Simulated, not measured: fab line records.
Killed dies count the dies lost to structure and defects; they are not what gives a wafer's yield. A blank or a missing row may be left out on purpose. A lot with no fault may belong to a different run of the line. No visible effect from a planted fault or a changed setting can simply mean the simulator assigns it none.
fab line records -- flow nand_harc
[record] lots = 6, wafers = 18, last_day = 24
route steps=1159 shown A_CONTACT@870 END@1159
lots with no fault: from the same line, run without faults
start_h: the number of hours between the record's first day and the start of the first shown wafer of the lot -- wait_h: hours elapsed since this lot's preceding step -- " same as the row above -- L1.1+2: a row that stands for several wafers -- - no value, or no start given -- * or withheld: withheld -- < > ~ a bound
route shown NAME@n: NAME is a module with steps in the file, n the number in the route of the first one -- usual: mean and standard deviation over wafers with no fault -- same: alike in all rows -- chamber/n: place in a boat -- sites: readings site by site -- _std_site: how widely they spread, as a standard deviation -- _edge_site: the outer-site mean with the inner-site mean subtracted -- radius_mm: for every site, how far away it sits from the centre of the wafer -- mask NAME#n: copy n -- behind: the last tool/chamber to shape the wafer -- hold: cause of the lot's hold/its duration in hours/its outcome -- device: names the non-switching transistor (n, p or np) -- end of line: the same wafers' tests at the end of the route -- step lacking rows: just its recipe -- killed: the dies lost at the first sort to structure and to defects; this is not the yield of the wafer -- map: a wafer's dies, marking killed ones x, the rest . and places with no die _
set.NAME: the setting the step ran with; set.NAME@STEP: the setting that earlier step ran with -- model.NAME: the simulator's own value behind a step, which no gauge read
certain route steps with their lots: each step a table, each wafer a row
services: the hour from which a tool's chamber was out of use, counted from the record's first day as start_h (under 0 if before that day), plus the number of hours and why
[[steps]]
[step NHARC_A_CONTACT_ETCH_119]
[recipe] source_w = withheld, pressure_mtorr = 20, bias_v = 3000, time_s = 94, target_depth_a = 9220, ar_flow_sccm = withheld, c4f8_flow_sccm = withheld, o2_flow_sccm = withheld, chemistry = C4F8/O2/Ar
[usual] chamber_pressure_mTorr = 20.000/0.017, oes_air_line_au = 0.999/0.019
lot.wafer,tool,chamber,start_h,wait_h,chamber_pressure_mTorr,oes_air_line_au,rf_hours_counter_h
L448.2,har_cap_etch-01,0,368.87,0.1,19.968,1.006,56
L448.3,har_cap_etch-01,0,368.87,0.1,20.004,1.058,-
L448.6,har_cap_etch-01,0,368.87,0.1,20.013,1.024,-
L459.4,har_cap_etch-01,1,447.72,0.1,19.992,1.009,-
L459.5,har_cap_etch-01,0,447.72,0.1,19.986,0.988,-
L459.6,har_cap_etch-01,1,447.72,0.1,19.989,0.983,-
L458.2,har_cap_etch-03,1,451.09,0.1,20.004,1.039,95
L458.1,har_cap_etch-03,0,451.09,0.1,20.005,1.031,95
L458.3,har_cap_etch-03,1,451.09,0.1,20.021,0.999,-
L460.2,har_cap_etch-01,0,463.34,0.1,20.007,1.031,72
L460.3,har_cap_etch-01,0,463.34,0.1,19.986,1.001,-
L460.5,har_cap_etch-01,0,463.34,0.1,20.014,1.038,-
L466.3,har_cap_etch-02,0,474.55,0.1,19.957,0.998,-
L466.4,har_cap_etch-02,1,474.55,0.1,19.979,0.989,-
L466.5,har_cap_etch-02,1,474.55,0.1,20.000,0.969,-
L467.2,har_cap_etch-03,1,510.99,0.1,19.993,1.002,104
L467.1,har_cap_etch-03,0,510.99,0.1,20.028,0.995,104
L467.5,har_cap_etch-03,1,510.99,0.1,20.019,0.984,-
[step NHARC_A_CONTACT_ETCH_120]
[recipe] source_w = withheld, pressure_mtorr = 20, bias_v = 3000, time_s = 94, target_depth_a = 9220, ar_flow_sccm = withheld, c4f8_flow_sccm = withheld, o2_flow_sccm = withheld, chemistry = C4F8/O2/Ar
[usual] chamber_pressure_mTorr = 20.001/0.018, oes_air_line_au = 1.001/0.02
lot.wafer,tool,chamber,start_h,wait_h,chamber_pressure_mTorr,oes_air_line_au,rf_hours_counter_h
L448.2,har_cap_etch-01,0,368.96,0.1,19.990,1.011,56
L448.3,har_cap_etch-01,0,368.96,0.1,19.993,0.994,-
L448.6,har_cap_etch-01,0,368.96,0.1,20.013,0.974,-
L459.4,har_cap_etch-01,1,447.81,0.1,20.030,1.021,-
L459.5,har_cap_etch-01,0,447.81,0.1,19.947,0.979,-
L459.6,har_cap_etch-01,1,447.81,0.1,19.993,1.024,-
L458.2,har_cap_etch-03,1,451.21,0.1,20.030,0.996,95
L458.1,har_cap_etch-03,0,451.21,0.1,19.969,0.967,95
L458.3,har_cap_etch-03,1,451.21,0.1,20.008,1.006,-
L460.2,har_cap_etch-01,0,463.43,0.1,20.006,1.000,72
L460.3,har_cap_etch-01,0,463.43,0.1,19.998,1.005,-
L460.5,har_cap_etch-01,0,463.43,0.1,19.984,0.980,-
L466.3,har_cap_etch-02,0,474.64,0.1,19.987,0.996,-
L466.4,har_cap_etch-02,1,474.64,0.1,20.002,0.993,-
L466.5,har_cap_etch-02,1,474.64,0.1,20.010,0.999,-
L467.2,har_cap_etch-03,1,511.08,0.1,20.012,1.003,104
L467.1,har_cap_etch-03,0,511.08,0.1,19.982,1.040,104
L467.5,har_cap_etch-03,1,511.08,0.1,20.005,1.015,-
[step NHARC_A_CONTACT_ETCH_121]
[recipe] source_w = withheld, pressure_mtorr = 20, bias_v = 3000, time_s = 94, target_depth_a = 9220, ar_flow_sccm = withheld, c4f8_flow_sccm = withheld, o2_flow_sccm = withheld, chemistry = C4F8/O2/Ar
[usual] chamber_pressure_mTorr = 20.000/0.018, oes_air_line_au = 1.002/0.018
lot.wafer,tool,chamber,start_h,wait_h,chamber_pressure_mTorr,oes_air_line_au,rf_hours_counter_h
L448.2,har_cap_etch-01,0,369.05,0.1,20.018,0.976,56
L448.3,har_cap_etch-01,0,369.05,0.1,19.992,0.992,-
L448.6,har_cap_etch-01,0,369.05,0.1,20.013,0.996,-
L459.4,har_cap_etch-01,1,447.90,0.1,19.980,1.005,-
L459.5,har_cap_etch-01,0,447.90,0.1,19.983,1.004,-
L459.6,har_cap_etch-01,1,447.90,0.1,19.995,0.982,-
L458.2,har_cap_etch-03,1,451.32,0.1,20.020,0.989,95
L458.1,har_cap_etch-03,0,451.32,0.1,19.977,0.989,95
L458.3,har_cap_etch-03,1,451.32,0.1,19.997,1.015,-
L460.2,har_cap_etch-01,0,463.52,0.1,19.994,1.011,72
L460.3,har_cap_etch-01,0,463.52,0.1,20.004,1.013,-
L460.5,har_cap_etch-01,0,463.52,0.1,19.990,0.998,-
L466.3,har_cap_etch-02,0,474.73,0.1,19.989,1.023,-
L466.4,har_cap_etch-02,1,474.73,0.1,19.990,1.003,-
L466.5,har_cap_etch-02,1,474.73,0.1,19.996,0.981,-
L467.2,har_cap_etch-03,1,511.17,0.1,19.995,0.992,105
L467.1,har_cap_etch-03,0,511.17,0.1,19.998,0.991,105
L467.5,har_cap_etch-03,1,511.17,0.1,20.019,0.982,-
[step NHARC_A_CONTACT_ETCH_122]
[recipe] source_w = withheld, pressure_mtorr = 20, bias_v = 3000, time_s = 95, target_depth_a = 9300, ar_flow_sccm = withheld, c4f8_flow_sccm = withheld, o2_flow_sccm = withheld, chemistry = C4F8/O2/Ar
[step NHARC_A_CONTACT_ETCH_123]
[recipe] source_w = withheld, pressure_mtorr = 20, bias_v = 400, time_s = 253, target_depth_a = 10900, ar_flow_sccm = withheld, c4f8_flow_sccm = 11.5, o2_flow_sccm = 7.2, chemistry = C4F8/O2/Ar
[usual] chamber_pressure_mTorr = 20.001/0.018, oes_air_line_au = 1.000/0.02
lot.wafer,tool,chamber,start_h,wait_h,chamber_pressure_mTorr,oes_air_line_au,rf_hours_counter_h
L448.2,har_cap_etch-01,0,369.27,0.1,20.002,0.993,56
L448.3,har_cap_etch-01,0,369.27,0.1,20.004,1.019,-
L448.6,har_cap_etch-01,0,369.27,0.1,20.004,1.033,-
L459.4,har_cap_etch-01,1,448.20,0.2,20.018,0.998,-
L459.5,har_cap_etch-01,0,448.20,0.2,19.962,1.001,-
L459.6,har_cap_etch-01,1,448.20,0.2,19.989,0.976,-
L458.2,har_cap_etch-03,1,451.57,0.1,20.001,1.004,95
L458.1,har_cap_etch-03,0,451.57,0.1,19.983,1.030,95
L458.3,har_cap_etch-03,1,451.57,0.1,20.028,0.991,-
L460.2,har_cap_etch-01,0,463.74,0.1,19.996,1.011,72
L460.3,har_cap_etch-01,0,463.74,0.1,20.013,0.981,-
L460.5,har_cap_etch-01,0,463.74,0.1,19.993,0.981,-
L466.3,har_cap_etch-02,0,474.99,0.2,19.996,0.992,-
L466.4,har_cap_etch-02,1,474.99,0.2,19.985,0.993,-
L466.5,har_cap_etch-02,1,474.99,0.2,19.994,1.035,-
L467.2,har_cap_etch-03,1,511.35,0.1,19.990,1.012,105
L467.1,har_cap_etch-03,0,511.35,0.1,19.997,1.010,105
L467.5,har_cap_etch-03,1,511.35,0.1,20.019,0.972,-
[step NHARC_A_CONTACT_ETCH_90]
[recipe] target_depth_a = 400, over_etch_frac = 0.5, time_s = 85.7, ion_energy_ev = 120, ch3f_flow_sccm = 50, o2_flow_sccm = 30, ar_flow_sccm = 200, rf_w = 500, bias_w = 100, chemistry = CH3F/O2
[step NHARC_A_CONTACT_ETCH_96]
[recipe] target_depth_a = 200, over_etch_frac = 0.5, time_s = 10, ion_energy_ev = 250, c4f6_flow_sccm = 25, o2_flow_sccm = 20, ar_flow_sccm = 500, rf_w = 600, bias_w = 500, chemistry = C4F6/O2
[usual] chamber_pressure_mTorr = 30.004/0.025, drypump_motor_current_A = 5.7/0.36, o2_flow_sccm = 20.01/0.054, oes_product_au = 0.975/0.024, rf_vpp_V = 547/4.2, showerhead_plenum_p_Torr = 3.92/0.21, throttle_valve_pct = 26.903/0.0092
lot.wafer,tool,chamber,start_h,wait_h,chamber_pressure_mTorr,drypump_motor_current_A,o2_flow_sccm,oes_product_au,rf_hours_counter_h,rf_vpp_V,showerhead_plenum_p_Torr,throttle_valve_pct
L448.3,rie_diel-13,2,-,-,29.998,5.6,20.02,1.026,31,552,4.21,26.901
L448.2,rie_diel-13,3,-,-,30.057,5.4,20.05,0.994,30,544,3.84,26.915
L448.6,rie_diel-13,1,-,-,30.027,6.3,20.04,1.019,-,543,3.72,26.903
L459.4,rie_diel-01,3,448.92,0.1,30.009,5.6,19.99,0.984,-,548,3.92,26.877
L459.5,rie_diel-01,2,448.92,0.1,29.901,6.3,19.98,0.982,-,549,4.00,26.909
L459.6,rie_diel-01,3,448.92,0.1,30.024,5.5,19.95,0.984,-,546,3.92,26.900
L458.3,rie_diel-13,2,-,-,30.003,5.7,20.01,0.965,63,551,4.19,26.903
L458.2,rie_diel-13,3,-,-,30.036,5.5,20.07,0.952,64,545,3.82,26.918
L458.1,rie_diel-13,1,-,-,29.983,6.3,20.08,0.963,63,542,3.70,26.896
L460.3,rie_diel-13,2,464.46,0.1,30.022,5.6,20.00,1.013,0,554,4.19,26.919
L460.2,rie_diel-13,3,464.46,0.1,30.006,5.4,19.96,0.998,0,545,3.82,26.910
L460.5,rie_diel-13,3,464.46,0.1,30.000,5.4,19.96,0.995,-,544,3.82,26.907
L466.3,rie_diel-07,1,-,-,29.992,5.7,20.10,0.950,13,548,3.99,26.924
L466.4,rie_diel-07,2,-,-,30.006,5.5,20.09,0.956,13,554,4.22,26.909
L466.5,rie_diel-07,0,-,-,30.043,5.0,19.97,0.946,-,550,4.12,26.893
L467.2,rie_diel-01,1,-,-,30.022,5.8,19.98,1.000,4,543,3.73,26.909
L467.1,rie_diel-01,2,-,-,29.953,6.3,19.88,0.998,4,549,3.99,26.899
L467.5,rie_diel-01,0,-,-,29.988,5.4,20.03,0.990,-,541,3.69,26.901
[step NHARC_A_CONTACT_CD_MEAS_53]
[usual] cd_nm = 189.5/0.92
lot.wafer,tool,chamber,start_h,wait_h,cd_nm
L448.2,cd_sem-01,-,370.04,-,190.6
L448.3,cd_sem-01,-,370.04,-,189.7
L448.6,cd_sem-01,-,370.04,-,190.3
L459.4,cd_sem-03,-,449.01,0.1,187.1
L459.5,cd_sem-03,-,449.01,0.1,187.7
L459.6,cd_sem-03,-,449.01,0.1,187.1
L458.1,cd_sem-03,-,452.49,-,190.8
L458.2,cd_sem-03,-,452.49,-,190.9
L458.3,cd_sem-03,-,452.49,-,190.4
L460.2,cd_sem-03,-,464.55,-,190.2
L460.3,cd_sem-03,-,464.55,-,189.9
L460.5,cd_sem-03,-,464.55,-,190.1
L466.3,cd_sem-03,-,475.71,-,188.6
L466.4,cd_sem-03,-,475.71,-,188.7
L466.5,cd_sem-03,-,475.71,-,188.8
L467.1,cd_sem-01,-,512.22,-,188.9
L467.2,cd_sem-01,-,512.22,-,189.2
L467.5,cd_sem-01,-,512.22,-,189.2
[step NHARC_A_CONTACT_STRIP_99]
[recipe] n2_flow_sccm = 150, h2_flow_sccm = 150, ar_flow_sccm = 0, bias_w = 0, chemistry = N2/H2
[step NHARC_A_CONTACT_STRIP_100]
[recipe] cf4_flow_sccm = 100, chf3_flow_sccm = 30, ar_flow_sccm = 0, bias_w = 0, chemistry = CF4/CHF3
[step NHARC_A_CONTACT_STRIP_101]
[recipe] o2_flow_sccm = 400, cos_flow_sccm = 20, ar_flow_sccm = 0, bias_w = 0, chemistry = O2/COS
[step NHARC_A_CONTACT_ETCH_102]
[recipe] target_depth_a = 700, overetch_a = 70, time_s = 38.5, ion_energy_ev = 100, cf4_flow_sccm = 80, o2_flow_sccm = 20, ar_flow_sccm = 0, rf_w = 300, bias_w = 100, chemistry = CF4/O2
[step NHARC_A_CONTACT_STRIP_55]
[recipe] o2_flow_sccm = 500, ar_flow_sccm = 0, bias_w = 0, chemistry = O2
[usual] bias_w = 0/0, chamber_pressure_mTorr = 60.00/0.057, drypump_motor_current_A = 5.7/0.36, o2_flow_sccm = 500.0/1.5, oes_product_au = 1.004/0.008, rf_vpp_V = 57.7/1, showerhead_plenum_p_Torr = 3.52/0.19, throttle_valve_pct = 17.037/0.0096
lot.wafer,tool,chamber,start_h,wait_h,bias_w,chamber_pressure_mTorr,drypump_motor_current_A,o2_flow_sccm,oes_product_au,rf_hours_counter_h,rf_vpp_V,showerhead_plenum_p_Torr,throttle_valve_pct
L448.2,rie_diel-13,1,370.40,-,0,60.01,6.3,499.2,0.999,32,57.1,3.34,17.026
L448.3,rie_diel-13,2,370.40,-,0,60.06,5.7,500.3,1.009,31,59.8,3.79,17.032
L448.6,rie_diel-13,2,370.40,-,0,60.06,5.7,500.1,0.994,-,59.2,3.79,17.039
L459.4,rie_diel-07,0,449.80,-,-,-,-,-,-,-,-,-,-
L459.5,rie_diel-07,0,449.80,-,-,-,-,-,-,-,-,-,-
L459.6,rie_diel-07,1,449.80,-,-,-,-,-,-,-,-,-,-
L458.1,rie_diel-13,1,452.98,-,-,-,-,-,-,-,-,-,-
L458.3,rie_diel-13,3,452.98,-,-,-,-,-,-,-,-,-,-
L458.2,rie_diel-13,0,452.98,-,-,-,-,-,-,-,-,-,-
L460.3,rie_diel-07,1,464.94,-,0,60.03,5.7,500.0,1.005,10,57.9,3.59,17.045
L460.2,rie_diel-07,2,464.94,-,0,60.04,5.5,497.7,1.000,10,58.2,3.80,17.058
L460.5,rie_diel-07,1,464.94,-,0,60.01,5.7,497.9,0.994,-,59.5,3.59,17.045
L466.3,rie_diel-07,3,476.10,-,0,59.93,6.1,501.1,0.997,14,56.3,3.27,17.039
L466.4,rie_diel-07,0,476.10,-,0,59.99,5.1,498.8,1.010,14,56.2,3.71,17.039
L466.5,rie_diel-07,3,476.10,-,0,60.09,6.1,501.4,0.998,-,58.7,3.27,17.037
L467.2,rie_diel-01,1,512.99,-,0,60.02,5.8,499.2,1.010,5,58.3,3.35,17.050
L467.1,rie_diel-01,2,512.99,-,0,59.97,6.3,497.2,1.006,5,59.2,3.59,17.031
L467.5,rie_diel-01,1,512.99,-,0,60.03,5.8,498.9,1.007,-,56.5,3.35,17.053
[step NHARC_A_CONTACT_STRIP_56]
[recipe] time_s = 600, temp_c = 30, chemistry = post_etch_residue_remover
[step NHARC_END_SORT_01]
[recipe] temp_c = 25
[usual] killed_at_array = 26/8.6, killed_at_other = 0.7/0.97, killed_at_periphery = 3.2/2.2, killed_dies = 30/8.9, killed_open = 3.1/1.8, killed_short = 2.2/1.8
[same] gross_dies = 677
lot.wafer,tool,chamber,start_h,wait_h,killed_at_array,killed_at_other,killed_at_periphery,killed_dies,killed_open,killed_short
L459.4,prober-01,0,514.62,3.4,674,1,2,677,4,6
L459.5,prober-01,0,515.43,3.7,675,0,2,677,5,1
L459.6,prober-01,0,516.24,4.1,670,1,6,677,3,1
L458.1,prober-02,0,519.86,2.4,674,1,2,677,0,0
L458.2,prober-02,0,520.67,2.8,674,0,3,677,2,4
L458.3,prober-02,0,521.49,3.1,674,2,1,677,2,3
// killed by level:class
L459.4 A_CONTACT:area_strip=647 A_SLIT:chamber_film_flake=13 A_STAIRCASE:chamber_film_flake=4 A_CONTACT:geometric_particle:open=2 P_GATE:geometric_particle:open=1 A_ONON_D1:geometric_particle:short=1 A_CHANNEL_FILL_D1:geometric_particle:short=1 A_CHANNEL_FILL_D1:geometric_particle:open=1
L459.5 A_CONTACT:area_strip=651 A_SLIT:chamber_film_flake=12 A_STAIRCASE:chamber_film_flake=5 A_CONTACT:geometric_particle:open=3 A_CHANNEL_HOLE_D1:chamber_film_flake=2 P_CONTACT:geometric_particle:open=1 P_CONTACT:geometric_particle:short=1 A_M1:geometric_particle:open=1
L459.6 A_CONTACT:area_strip=632 A_SLIT:chamber_film_flake=15 A_STAIRCASE:chamber_film_flake=10 A_CONTACT:chamber_film_flake=6 A_CHANNEL_HOLE_D1:chamber_film_flake=4 P_ZERO_WELL:chamber_film_flake=3 P_M1:chamber_film_flake=3 A_SGD_CUT:geometric_particle:short=1
L458.1 A_CONTACT:area_strip=649 A_CHANNEL_HOLE_D1:chamber_film_flake=17 A_CONTACT:chamber_film_flake=5 A_STAIRCASE:chamber_film_flake=3 P_GATE:chamber_film_flake=1 P_M1:chamber_film_flake=1 THIN_TSV:chamber_film_flake=1
L458.2 A_CONTACT:area_strip=651 A_CHANNEL_HOLE_D1:chamber_film_flake=12 A_STAIRCASE:chamber_film_flake=5 A_SGD_CUT:geometric_particle:short=2 P_M1:chamber_film_flake=2 P_STI:geometric_particle:short=1 A_CONTACT:geometric_particle:open=1 A_CONTACT:geometric_particle:short=1
L458.3 A_CONTACT:area_strip=643 A_CHANNEL_HOLE_D1:chamber_film_flake=22 A_STAIRCASE:chamber_film_flake=5 A_CHANNEL_HOLE_D1:geometric_particle:short=2 P_CONTACT:geometric_particle:open=1 A_CHANNEL_HOLE_D1:geometric_particle:open=1 STARTING-WAFER:geometric_particle:short=1 A_CONTACT:chamber_film_flake=1
// map L458.1 (x killed, . not)
____________x____________
_________xxxxxxx_________
_______xxxxxxxxxxx_______
______xxxxxxxxxxxxx______
_____xxxxxxxxxxxxxxx_____
____xxxxxxxxxxxxxxxxx____
____xxxxxxxxxxxxxxxxx____
___xxxxxxxxxxxxxxxxxxx___
___xxxxxxxxxxxxxxxxxxx___
__xxxxxxxxxxxxxxxxxxxxx__
__xxxxxxxxxxxxxxxxxxxxx__
_xxxxxxxxxxxxxxxxxxxxxxx_
_xxxxxxxxxxxxxxxxxxxxxxx_
_xxxxxxxxxxxxxxxxxxxxxxx_
_xxxxxxxxxxxxxxxxxxxxxxx_
_xxxxxxxxxxxxxxxxxxxxxxx_
xxxxxxxxxxxxxxxxxxxxxxxxx
xxxxxxxxxxxxxxxxxxxxxxxxx
xxxxxxxxxxxxxxxxxxxxxxxxx
xxxxxxxxxxxxxxxxxxxxxxxxx
xxxxxxxxxxxxxxxxxxxxxxxxx
_xxxxxxxxxxxxxxxxxxxxxxx_
_xxxxxxxxxxxxxxxxxxxxxxx_
_xxxxxxxxxxxxxxxxxxxxxxx_
_xxxxxxxxxxxxxxxxxxxxxxx_
_xxxxxxxxxxxxxxxxxxxxxxx_
__xxxxxxxxxxxxxxxxxxxxx__
__xxxxxxxxxxxxxxxxxxxxx__
___xxxxxxxxxxxxxxxxxxx___
___xxxxxxxxxxxxxxxxxxx___
____xxxxxxxxxxxxxxxxx____
____xxxxxxxxxxxxxxxxx____
_____xxxxxxxxxxxxxxx_____
______xxxxxxxxxxxxx______
_______xxxxxxxxxxx_______
_________xxxxxxx_________
____________x____________
// map L459.4 (x killed, . not)
____________x____________
_________xxxxxxx_________
_______xxxxxxxxxxx_______
______xxxxxxxxxxxxx______
_____xxxxxxxxxxxxxxx_____
____xxxxxxxxxxxxxxxxx____
____xxxxxxxxxxxxxxxxx____
___xxxxxxxxxxxxxxxxxxx___
___xxxxxxxxxxxxxxxxxxx___
__xxxxxxxxxxxxxxxxxxxxx__
__xxxxxxxxxxxxxxxxxxxxx__
_xxxxxxxxxxxxxxxxxxxxxxx_
_xxxxxxxxxxxxxxxxxxxxxxx_
_xxxxxxxxxxxxxxxxxxxxxxx_
_xxxxxxxxxxxxxxxxxxxxxxx_
_xxxxxxxxxxxxxxxxxxxxxxx_
xxxxxxxxxxxxxxxxxxxxxxxxx
xxxxxxxxxxxxxxxxxxxxxxxxx
xxxxxxxxxxxxxxxxxxxxxxxxx
xxxxxxxxxxxxxxxxxxxxxxxxx
xxxxxxxxxxxxxxxxxxxxxxxxx
_xxxxxxxxxxxxxxxxxxxxxxx_
_xxxxxxxxxxxxxxxxxxxxxxx_
_xxxxxxxxxxxxxxxxxxxxxxx_
_xxxxxxxxxxxxxxxxxxxxxxx_
_xxxxxxxxxxxxxxxxxxxxxxx_
__xxxxxxxxxxxxxxxxxxxxx__
__xxxxxxxxxxxxxxxxxxxxx__
___xxxxxxxxxxxxxxxxxxx___
___xxxxxxxxxxxxxxxxxxx___
____xxxxxxxxxxxxxxxxx____
____xxxxxxxxxxxxxxxxx____
_____xxxxxxxxxxxxxxx_____
______xxxxxxxxxxxxx______
_______xxxxxxxxxxx_______
_________xxxxxxx_________
____________x____________
[[services]]
tool,chamber,start_h,hours,kind
rie_diel-13,-,346.60,0.4,repair
rie_diel-13,0,358.60,-,clean
rie_diel-13,1,358.60,-,clean
rie_diel-13,2,358.60,-,clean
rie_diel-13,3,358.60,-,clean
har_cap_etch-01,-,364.05,0.2,repair
rie_diel-07,0,380.10,8.9,repair
rie_diel-13,0,383.16,-,clean
rie_diel-13,1,383.16,-,clean
rie_diel-13,2,383.16,-,clean
rie_diel-13,3,383.16,-,clean
rie_diel-07,-,405.25,9.0,pm
rie_diel-13,0,407.70,-,clean
rie_diel-13,1,407.70,-,clean
rie_diel-13,2,407.70,-,clean
rie_diel-13,3,407.70,-,clean
rie_diel-13,0,432.46,-,clean
rie_diel-13,1,432.46,-,clean
rie_diel-13,2,432.46,-,clean
rie_diel-13,3,432.46,-,clean
rie_diel-01,1,434.38,29.7,repair
rie_diel-01,0,443.72,6.3,repair
rie_diel-13,-,453.14,9.0,pm
rie_diel-01,-,491.87,9.0,pm
[[key]]
[first_sign] step = NHARC_A_CONTACT_STRIP_55, reading = tool_record, direction = missing
[effect] step = NHARC_END_SORT_01, reading = killed_at_array, direction = up, sigmas = 75, usual = 26, struck = 674
[more_kills_born_at] NHARC_A_CONTACT_STRIP_55@rie_diel-13 = 1943, NHARC_A_CONTACT_STRIP_55@rie_diel-07 = 1929
met_at NHARC_A_CONTACT_STRIP_55
struck_wafers L458.1,L458.2,L458.3,L459.4,L459.5,L459.6
later_rows_left_out L458.1,L458.2,L458.3,L459.4,L459.5,L459.6
tester_left_out L458,L459
onset_between 370.40 449.80
[fault] kind = skipped_step_whole, tool = rie_diel-07,rie_diel-13, chamber = -, onset_h = 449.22, steps = NHARC_A_CONTACT_STRIP_55, scope = struck_lots_only
// tester_left_out: of these lots the tester's yield and bins aren't shown, on N5 and GAA mostly nor the transistor test; their killed dies are dies lost to structure and defects alone, not to doping, threshold or leakage, so they don't give the yield
// later_rows_left_out: the simulator's readings of these wafers behind a module that went badly wrong aren't trusted and aren't shown, but for the sort
